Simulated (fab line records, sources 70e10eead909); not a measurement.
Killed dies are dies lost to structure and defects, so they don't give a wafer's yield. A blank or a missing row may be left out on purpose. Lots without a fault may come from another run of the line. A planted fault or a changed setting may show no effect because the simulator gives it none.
Chamber matching | flow nand_harc | NHARC_A_STAIRCASE_CMP_152 on cmp-02: 4 sister chambers
The step polishes. 14 wafers are shown with their chamber, then 7 later ones without.

WAFERS WITH THEIR CHAMBER
wafer  | chamber | motor_current_A (A)
L075.2 | 1       | 10.8
L075.3 | 2       | 13.2
L075.6 | 3       | 13.4
L076.1 | 1       | 11.4
L076.2 | 3       | 13.2
L076.5 | 0       | 9.9
L078.2 | 0       | 10.0
L078.5 | 1       | 11.1
L078.6 | 0       | 9.9
L085.1 | 1       | 11.8
L085.3 | 2       | 13.1
L085.4 | 3       | 12.6
L087.1 | 0       | 9.0
L087.2 | 3       | 12.7

SIGNATURES (means of the wafers above)
reading         | chamber 0 | chamber 1 | chamber 2 | chamber 3 | scatter within a chamber
motor_current_A | 9.700     | 11.275    | 13.150    | 12.975    | 0.407
Rule: a wafer's distance from a chamber is the root of the sum, over the readings, of the square of ((its reading less the chamber's mean) divided by the reading's scatter). The wafer belongs to the nearest chamber; if the next one is less than 2 further off, it can't be placed. The scatter: the root of (the sum of the squares of (reading less its chamber's mean) over the shown wafers, divided by (wafers less chambers)).

WAFERS WITHOUT THEIR CHAMBER
wafer  | motor_current_A (A)
L087.3 | 11.5
L088.2 | 13.6
L088.5 | 9.6
L088.6 | 10.9
L092.1 | 12.6
L092.2 | 9.4
L092.4 | 10.7

WHICH CHAMBER EACH WENT THROUGH
wafer  | from the rows above     | in truth
L087.3 | 1                       | 1
L088.2 | can't be placed: 2 or 3 | 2
L088.5 | 0                       | 0
L088.6 | 1                       | 1
L092.1 | can't be placed: 3 or 2 | 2
L092.2 | 0                       | 0
L092.4 | can't be placed: 1 or 0 | 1
Placed correctly: 4 of 7. Can't be placed from these rows: 3 (the true chamber is among the candidates in 3). Placed wrongly: 0.
